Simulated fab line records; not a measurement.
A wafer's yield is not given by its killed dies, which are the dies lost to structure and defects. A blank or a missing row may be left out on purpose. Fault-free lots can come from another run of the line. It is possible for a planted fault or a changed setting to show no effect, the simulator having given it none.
Matching of chambers :: flow n5-finfet :: N5_BEOL_M13_VIA_ETCH_16 on rie-diel-01 has 4 sister chambers
The step etches SiOC in C4F8/O2/Ar, target depth 921.7 nm. 4 wafers are shown with their chamber, then 9 later ones without.

## WAFERS PAIRED WITH THEIR CHAMBERS
wafer: L083.6
chamber: 0
drypump-motor-current-A (A): 6.0

wafer: L090.1
chamber: 1
drypump-motor-current-A (A): 6.5

wafer: L090.2
chamber: 3
drypump-motor-current-A (A): 5.0

wafer: L090.3
chamber: 2
drypump-motor-current-A (A): 6.0

## WAFERS MISSING THEIR CHAMBER
wafer: L091.2
drypump-motor-current-A (A): 5.0

wafer: L091.4
drypump-motor-current-A (A): 5.9

wafer: L091.5
drypump-motor-current-A (A): 6.0

wafer: L093.1
drypump-motor-current-A (A): 6.0

wafer: L093.3
drypump-motor-current-A (A): 6.1

wafer: L093.5
drypump-motor-current-A (A): 6.0

wafer: L095.2
drypump-motor-current-A (A): 6.0

wafer: L095.3
drypump-motor-current-A (A): 6.0

wafer: L095.5
drypump-motor-current-A (A): 6.0

## EACH ONE'S CHAMBER
wafer: L091.2
from the rows above: 3
in truth: 3

wafer: L091.4
from the rows above: can't be placed: 0 or 2
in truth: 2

wafer: L091.5
from the rows above: can't be placed: 0 or 2
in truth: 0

wafer: L093.1
from the rows above: can't be placed: 0 or 2
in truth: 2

wafer: L093.3
from the rows above: can't be placed: 0 or 2
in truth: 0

wafer: L093.5
from the rows above: can't be placed: 0 or 2
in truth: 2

wafer: L095.2
from the rows above: can't be placed: 0 or 2
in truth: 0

wafer: L095.3
from the rows above: can't be placed: 0 or 2
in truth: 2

wafer: L095.5
from the rows above: can't be placed: 0 or 2
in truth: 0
Correct placement for 1 of the 9. These rows do not allow placing 8 (true chamber among the candidates in 8). 0 placed wrongly.
How it was worked out, from the rows above alone: a wafer's distance from a chamber is the root of the sum, over the readings, of the square of ((its reading less the chamber's mean) divided by the reading's scatter). The wafer belongs to the nearest chamber; if the next one is less than 2 further off, it can't be placed. For every chamber, the mean is computed from those of its wafers that are shown. The scatter: with one shown wafer a chamber, the root of the mean of the squares of how far each hidden wafer lies from its nearest shown one.
